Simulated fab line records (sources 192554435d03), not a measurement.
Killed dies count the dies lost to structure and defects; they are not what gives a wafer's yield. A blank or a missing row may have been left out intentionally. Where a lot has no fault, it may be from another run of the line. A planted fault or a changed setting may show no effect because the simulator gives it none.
Which of the tools did it? + flow n5-finfet + 12 lots, 36 wafers sampled, at 3 steps of a route of 1938

== WHAT THE GAUGES READ, wafer by wafer ==
N5_BEOL_M7_RS_MEAS_57: measures by four-point-probe.
| lot  | measured     | on            | M7_RS (ohm/sq)    |
|------|--------------|---------------|-------------------|
| L077 | day 9 18:14  | film-metro-01 | 0.287 0.293 0.288 |
| L075 | day 10 01:56 | film-metro-02 | 0.289 0.288 0.294 |
| L079 | day 10 10:02 | film-metro-02 | 0.285 0.286 0.294 |
| L081 | day 10 13:07 | film-metro-02 | 0.275 0.285 0.282 |
| L083 | day 11 07:10 | film-metro-02 | 0.293 0.285 0.295 |
| L086 | day 12 09:29 | film-metro-01 | 0.280 0.275 0.272 |
| L084 | day 12 17:10 | film-metro-02 | 0.281 0.295 0.299 |
| L090 | day 12 19:39 | film-metro-01 | 0.302 0.287 0.301 |
| L091 | day 13 08:56 | film-metro-02 | 0.284 0.289 0.290 |
| L093 | day 14 03:44 | film-metro-01 | 0.281 0.278 0.274 |
| L096 | day 14 13:02 | film-metro-02 | 0.283 0.292 0.289 |
| L097 | day 15 05:36 | film-metro-01 | 0.283 0.288 0.281 |

== WHAT TOOL EACH LOT RAN ON (gives the tool, then ch and the chambers of the sampled wafers, and finally the start) ==
| lot  | N5_BEOL_M7_DEGAS_44          | N5_BEOL_M7_CMP_52             |
|------|------------------------------|-------------------------------|
| L077 | pvd-sputter-02, day 9 16:28  | cmp-04 ch 0,1,3, day 9 17:49  |
| L075 | pvd-sputter-03, day 10 00:23 | cmp-02 ch 0,1, day 10 01:28   |
| L079 | pvd-sputter-03, day 10 08:26 | cmp-03 ch 1,3, day 10 09:38   |
| L081 | pvd-sputter-03, day 10 11:15 | cmp-04 ch 2,3, day 10 12:40   |
| L083 | pvd-sputter-03, day 11 05:28 | cmp-02 ch 1,2,3, day 11 06:49 |
| L086 | pvd-sputter-01, day 12 07:13 | cmp-04 ch 0,1,2, day 12 09:07 |
| L084 | pvd-sputter-02, day 12 14:10 | cmp-03 ch 0,2,3, day 12 16:50 |
| L090 | pvd-sputter-01, day 12 18:02 | cmp-02 ch 0,2,3, day 12 19:14 |
| L091 | pvd-sputter-03, day 13 07:14 | cmp-03 ch 0,1,2, day 13 08:34 |
| L093 | pvd-sputter-02, day 14 01:07 | cmp-04 ch 0,1,3, day 14 03:18 |
| L096 | pvd-sputter-01, day 14 11:03 | cmp-03 ch 0,2,3, day 14 12:37 |
| L097 | pvd-sputter-03, day 15 03:11 | cmp-04 ch 0,3, day 15 05:13   |
- N5_BEOL_M7_DEGAS_44: time 60 s.
- N5_BEOL_M7_CMP_52: polishes, stops on SiCOH lowk, t overpolish 6.9 s, target thk 80 nm.

== THE ANSWER, worked out from the rows above alone ==
Rule: the lots themselves supply what counts as usual. Put in order of their means at a reading, lots are off if they are a third of the lots or fewer, leave a main group of 4 or more, and stand apart from it by a gap of 3 or more times the standard deviation of the main group's means; of several such gaps the widest counts. A main group whose means are all the same, to the digits that the tables above print for the reading, isn't used. Also off: a lot with no number at a reading for which 4 or more lots have one. The other lots that the step has rows for count as sound.
Across all readings shown, no lot is off: no conclusion can be drawn from this.

== WHAT THE SIMULATOR PUT IN ==
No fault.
